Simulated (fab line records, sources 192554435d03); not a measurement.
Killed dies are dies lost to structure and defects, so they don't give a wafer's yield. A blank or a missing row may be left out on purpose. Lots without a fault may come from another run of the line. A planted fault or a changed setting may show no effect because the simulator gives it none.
A struck lot beside a sound one | flow n5_finfet | 16 steps out of a route of 1938
Sound: wafers L844.1, L844.4, L844.6. Struck: wafers L839.1, L839.2, L839.3. The cause comes at the end.
At each step with rows: each side's tool, then ch and its chambers, then its first start. Under that, the readings that differ: sound wafers | struck wafers | difference of the means | sigmas: that difference in standard deviations of wafers without a fault.
alike: readings whose means differ by less than 2 such deviations, and words and numbers that are the same on both sides. not compared: withheld readings, readings that some wafer has no value for, bounds like >300 that may hide the same value, and numbers for which the record gives no deviation and whose values overlap.
The two part at a step that has a row with sigmas, a row that says differs or no value, or rows on one side only. Numbers that don't overlap but have no deviation are shown without sigmas and don't part them. A reading that every wafer of one side lacks parts them only if that side has two wafers or more.

first, 11 steps without rows for these wafers: N5_BEOL_M0_SAQP_STRIP_115 (strips in post etch residue remover, time 60 s); N5_BEOL_M0_SAQP_SRD_93 (time 30 s); N5_BEOL_M0_SAQP_RECESS_114 (chemistry HF/NH3, target SiO2, target depth 14.4 nm, afs cycles 3, sublimation time 60 s); N5_BEOL_M0_SAQP_SPACER1_ALD_98 (deposits SiO2, target thk 12.8 nm, pulse time 1 s, purge time 2 s); N5_BEOL_M0_SAQP_SPACER1_ETCHBACK_99 (etches SiO2 in CHF3/O2, target depth 15.4 nm, time 7.7 s); N5_BEOL_M0_SAQP_MANDREL1_REMOVE_100 (chemistry HBr/Cl2/O2, target a-Si, stops on SiNx, bt time 10 s); N5_BEOL_M0_SAQP_ETCH_101 (etches SiNx in CH3F/O2, target depth 29.9 nm, time 42.7 s); N5_BEOL_M0_SAQP_ETCH_102 (etches SiO2 in CF4, target depth 4 nm, time 4.4 s); N5_BEOL_M0_SAQP_MANDREL_ETCH_103 (etches a-Si in HBr/Cl2, stops on SiCN, target depth 45 nm, bt time 10 s, time 27 s); N5_BEOL_M0_SAQP_RECESS_104 (chemistry HF/NH3, target SiO2, target depth 18 nm, afs cycles 3, sublimation time 60 s); N5_BEOL_M0_SAQP_COAT_105 (time 60 s, resist thk 100 nm).
N5_BEOL_M0_SAQP_ETCH_106: etches SOC in N2/H2, stops on SiNx, target depth 150 nm.
  sound on rie_diel-04 ch 0,2, day 10 07:23; struck on rie_diel-01 ch 0,1,3, day 9 04:24
  reading                                        | sound             | struck               | difference | sigmas
  rf_fwd_power_W (W)                             | 846.6 838.7 844.5 | 1048.6 1050.2 1048.1 | +205.7     | +71
  rf_vpp_V (V)                                   | 241.7 238.2 240.5 | 223.7 222.7 225.1    | -16.3      | -13
  model.SOC_of_BEOL_M0_SAQP_COAT_105.thk_nm (nm) | 27.4 27.8 27.2    | 14 5 12.2            | -17        |
  alike: drypump_motor_current_A, n2_flow_sccm, oes_product_au, showerhead_plenum_p_Torr, throttle_valve_pct
  not compared: rf_hours_counter_h
N5_BEOL_M0_SAQP_ETCH_107: etches SiNx in CH3F/O2, target depth 30 nm.
  sound on rie_diel-04 ch 0,2, day 10 07:27; struck on rie_diel-01 ch 0,1,3, day 9 04:28
  reading                                        | sound          | struck      | difference | sigmas
  rf_vpp_V (V)                                   | 317 301 317    | 292 301 283 | -20        | -2
  model.SOC_of_BEOL_M0_SAQP_COAT_105.thk_nm (nm) | 16.8 17.2 16.6 | 3.6 0 1.6   | -15.1      |
  alike: drypump_motor_current_A, oes_ar_750_au, oes_product_au, rf_fwd_power_W, showerhead_plenum_p_Torr, throttle_valve_pct
  not compared: rf_hours_counter_h
then, 1 step without rows for these wafers: N5_BEOL_M0_SAQP_STRIP_108 (strips in N2/H2).
-- the record jumps here: 3 days lie between the struck wafers' starts before and after (it left off in module BEOL_M0_SAQP and takes up again in module BEOL_M4, whose first step shown is number 1111 of the route) --
N5_BEOL_M4_RC_MEAS_101:
  sound on prober-01 ch 0, day 12 19:58; struck on prober-01 ch 0, day 11 17:29
  alike: DIBL_N, DIBL_P, IOFF_N, IOFF_P, ION_N, ION_P, SS_N, SS_P, VT_N, VT_P
then, 1 step without rows for these wafers: N5_PASSIVATION_PROBE_49.

WHERE THEY PART
First at N5_BEOL_M0_SAQP_ETCH_106; last, within this record, at N5_BEOL_M0_SAQP_ETCH_107. Later steps at which nothing parts them and some readings are alike: N5_BEOL_M4_RC_MEAS_101.

WHY: what the simulator had put in
Process parameter drift: rie_diel-01, from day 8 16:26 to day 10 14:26, at N5_BEOL_M0_SAQP_ETCH_106. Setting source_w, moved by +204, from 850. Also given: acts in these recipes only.
